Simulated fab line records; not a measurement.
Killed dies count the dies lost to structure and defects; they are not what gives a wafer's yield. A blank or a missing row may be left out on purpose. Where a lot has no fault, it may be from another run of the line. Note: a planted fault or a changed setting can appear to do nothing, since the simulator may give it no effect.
fab line records -- flow nand-harc
record lots=6, wafers=18, last-day=32
route steps=1302 shown A_M0@1166 A_M1@1169
lots that met no fault: taken from a fault-free run of the same line
start-h: hours from the record's first day to the start of the lot's first wafer shown -- wait-h: hours since the lot's step before -- " identical to the entry in the row above -- L1.1+2: several wafers, shown together as one row -- - no value, or no start was given -- * or withheld: withheld -- < > ~ a bound
route shown NAME@n: names a module that has steps shown in the file, with the first one's number in the route -- usual: mean/standard deviation of fault-free wafers -- same: alike in all rows -- chamber/n: place in a boat -- sites: per-site readings -- _std_site: the standard deviation of these -- _edge_site: inner sites' mean taken away from outer sites' mean -- radius-mm: for every site, how far away it sits from the centre of the wafer -- mask NAME#n: copy n -- behind: tool/chamber where the wafer was last shaped -- hold: why the lot went on hold/how many hours it stayed there/how the hold came to an end -- device: the n, p or np transistor that did not switch -- end of line: tests of these same wafers at the route's end -- a step with no rows: only its recipe -- killed: dies that structure and defects cost at the first sort, which is not the same as the wafer's yield -- map: a wafer's dies, marking killed ones x, the rest . and places with no die _
set.NAME: the setting as run; set.NAME@STEP: as run at that earlier step -- model.NAME: the simulator's own value behind a step, which no gauge read
lots at some steps of the route; a table a step, a row a wafer
services: a tool's chamber out of use, with start hour (start-h, from the record's first day; less than 0 if before it), hours out, and reason
## steps
# step NHARC_A_M0_INSPECT_27
# usual raw-defect-count=580/170
lot.wafer,tool,chamber,start-h,wait-h,raw-defect-count
L260.1,defect-inspect-01,-,600.96,0.0,592
L260.2,defect-inspect-01,-,600.96,0.0,499
L260.3,defect-inspect-01,-,600.96,0.0,566
L267.1,defect-inspect-02,-,671.91,0.0,484
L267.4,defect-inspect-02,-,671.91,0.0,544
L267.5,defect-inspect-02,-,671.91,0.0,520
L268.1,defect-inspect-01,-,677.37,0.0,557
L268.2,defect-inspect-01,-,677.37,0.0,512
L268.4,defect-inspect-01,-,677.37,0.0,455
L272.2,defect-inspect-01,-,708.68,0.0,771
L272.4,defect-inspect-01,-,708.68,0.0,461
L272.6,defect-inspect-01,-,708.68,0.0,585
L273.1,defect-inspect-02,-,728.31,0.0,606
L273.3,defect-inspect-02,-,728.31,0.0,649
L273.6,defect-inspect-02,-,728.31,0.0,637
L274.2,defect-inspect-01,-,729.83,0.0,487
L274.3,defect-inspect-01,-,729.83,0.0,474
L274.6,defect-inspect-01,-,729.83,0.0,520
# step NHARC_A_M0_PRE_CLEAN_31
# recipe time-s=12, temp-c=370, rf-power-w=300, gas=NH3
# usual heater-power-w=634/75, rf-fwd-power-W=292.6/0.97
lot.wafer,tool,chamber,start-h,wait-h,heater-power-w,rf-fwd-power-W
L260.1,pecvd-03,1,601.13,0.2,633,292.6
L260.3,pecvd-03,2,601.13,0.2,549,293.0
L260.2,pecvd-03,0,601.13,0.2,672,293.4
L267.1,pecvd-03,1,671.99,0.1,625,291.6
L267.5,pecvd-03,1,671.99,0.1,643,292.9
L267.4,pecvd-03,2,671.99,0.1,535,293.2
L268.1,pecvd-03,1,677.75,0.4,712,292.6
L268.2,pecvd-03,0,677.75,0.4,671,292.4
L268.4,pecvd-03,0,677.75,0.4,656,292.1
L272.2,pecvd-03,0,708.78,0.1,681,293.6
L272.4,pecvd-03,1,708.78,0.1,630,292.7
L272.6,pecvd-03,0,708.78,0.1,670,293.2
L273.3,pecvd-04,2,728.39,0.1,599,291.2
L273.1,pecvd-04,0,728.39,0.1,709,291.8
L273.6,pecvd-04,2,728.39,0.1,591,291.9
L274.3,pecvd-04,1,729.91,0.1,560,291.4
L274.2,pecvd-04,2,729.91,0.1,587,293.3
L274.6,pecvd-04,1,729.91,0.1,561,292.4
# step NHARC_A_M0_DEP_32
# recipe target-thk-a=300, temp-c=370, target-thk-nm=30, pressure-torr=3, flow-sccm=200, rf-w=450, material=SiCN
# usual heater-power-w=574/84, rf-fwd-power-W=448.7/1.5
lot.wafer,tool,chamber,start-h,wait-h,heater-power-w,rf-fwd-power-W
L260.1,pecvd-03,1,601.21,0.1,658,448.1
L260.3,pecvd-03,2,601.21,0.1,472,450.3
L260.2,pecvd-03,0,601.21,0.1,610,450.5
L267.1,pecvd-03,1,672.10,0.1,640,448.4
L267.5,pecvd-03,1,672.10,0.1,635,449.2
L267.4,pecvd-03,2,672.10,0.1,426,447.6
L268.1,pecvd-03,1,677.83,0.1,666,449.7
L268.2,pecvd-03,0,677.83,0.1,618,444.6
L268.4,pecvd-03,0,677.83,0.1,606,444.7
L272.2,pecvd-03,0,708.91,0.1,582,447.9
L272.4,pecvd-03,1,708.91,0.1,586,448.1
L272.6,pecvd-03,0,708.91,0.1,588,448.0
L273.3,pecvd-04,2,728.50,0.1,484,450.3
L273.1,pecvd-04,0,728.50,0.1,646,449.4
L273.6,pecvd-04,2,728.50,0.1,484,446.5
L274.3,pecvd-04,1,730.02,0.1,429,446.8
L274.2,pecvd-04,2,730.02,0.1,552,447.6
L274.6,pecvd-04,1,730.02,0.1,430,450.5
# step NHARC_A_M1_DEP_00
# recipe target-thk-a=1825, target-thk-nm=182.5, temp-c=withheld, pressure-torr=5, flow-sccm=200, rf-w=600, material=SiOC
# step NHARC_A_M1_DEHYDRATE_01
# recipe temp-c=150, time-s=120
# step NHARC_A_M1_HMDS_02
# recipe time-s=30
# step NHARC_A_M1_COAT_34
# recipe temp-c=200, time-s=65
# step NHARC_A_M1_COAT_03
# recipe spin-rpm=1500, resist-thk-nm=90
# step NHARC_A_M1_SOFTBAKE_04
# recipe temp-c=105, time-s=55
# step NHARC_A_M1_EBR_05
# step NHARC_A_M1_EXPOSE_06
# recipe na=1.35, target-cd-nm=120, dose-mj=75.13, mask-id=A_M1
# step NHARC_A_M1_PEB_07
# recipe peb-temp-c=100, peb-time-s=65
# usual chill-plate-temp-C=23.02/0.12, exhaust-pa=44.9/0.88
lot.wafer,tool,chamber,start-h,wait-h,chill-plate-temp-C,exhaust-pa
L260.1,litho-track-06,0,602.57,0.1,23.11,46.1
L260.2,litho-track-06,0,602.57,0.1,23.16,46.6
L260.3,litho-track-06,0,602.57,0.1,23.17,46.5
L267.1,litho-track-04,-,673.21,0.1,-,-
L267.4,litho-track-04,-,673.21,0.1,-,-
L267.5,litho-track-04,-,673.21,0.1,-,-
L268.1,litho-track-01,-,678.88,0.1,-,-
L268.2,litho-track-01,-,678.88,0.1,-,-
L268.4,litho-track-01,-,678.88,0.1,-,-
L272.2,litho-track-01,0,709.97,0.1,22.96,43.9
L272.4,litho-track-01,0,709.97,0.1,22.97,45.9
L272.6,litho-track-01,0,709.97,0.1,22.77,45.7
L273.1,litho-track-01,0,729.62,0.1,23.10,43.8
L273.3,litho-track-01,0,729.62,0.1,22.91,42.9
L273.6,litho-track-01,0,729.62,0.1,22.91,43.6
L274.2,litho-track-06,0,731.02,0.1,22.95,45.2
L274.3,litho-track-06,0,731.02,0.1,22.92,45.7
L274.6,litho-track-06,0,731.02,0.1,22.99,44.0
# step NHARC_A_M1_DEVELOP_08
# recipe develop-time-s=35, dev-temp-c=23
## services
tool,chamber,start-h,hours,kind
pecvd-04,-,596.02,11.9,repair
pecvd-04,-,631.15,13.0,pm
pecvd-04,0,631.15,13.0,vent-cycle
pecvd-04,1,631.15,13.0,vent-cycle
pecvd-04,2,631.15,13.0,vent-cycle
pecvd-04,0,644.15,-,clean
pecvd-04,1,644.15,-,clean
pecvd-04,2,644.15,-,clean
litho-track-01,-,680.00,7.0,pm
litho-track-06,-,704.00,7.0,pm
pecvd-03,0,726.25,8.9,repair
litho-track-04,-,728.00,7.0,pm
pecvd-03,-,728.96,13.0,pm
pecvd-03,1,728.96,13.0,vent-cycle
pecvd-03,2,728.96,13.0,vent-cycle
## key
first-sign step=NHARC_A_M1_PEB_07, reading=tool-record, direction=missing
effect none on later readings
met-at NHARC_A_M1_PEB_07
struck-wafers L267.1,L267.4,L267.5,L268.1,L268.2,L268.4
later-rows-left-out L267.1,L267.4,L267.5,L268.1,L268.2,L268.4
sort-left-out L267.1,L267.4,L267.5,L268.1,L268.2,L268.4
fault kind=skipped-step-whole, tool=litho-track-01,litho-track-04, chamber=-, onset-h=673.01, steps=NHARC_A_M1_PEB_07, scope=struck-lots-only
# sort-left-out: the simulated sort isn't trusted on such a fault, so these wafers' sort isn't shown, and their yield isn't known
# later-rows-left-out: the simulator's readings of these wafers behind a module that went badly wrong aren't trusted and aren't shown, but for the sort
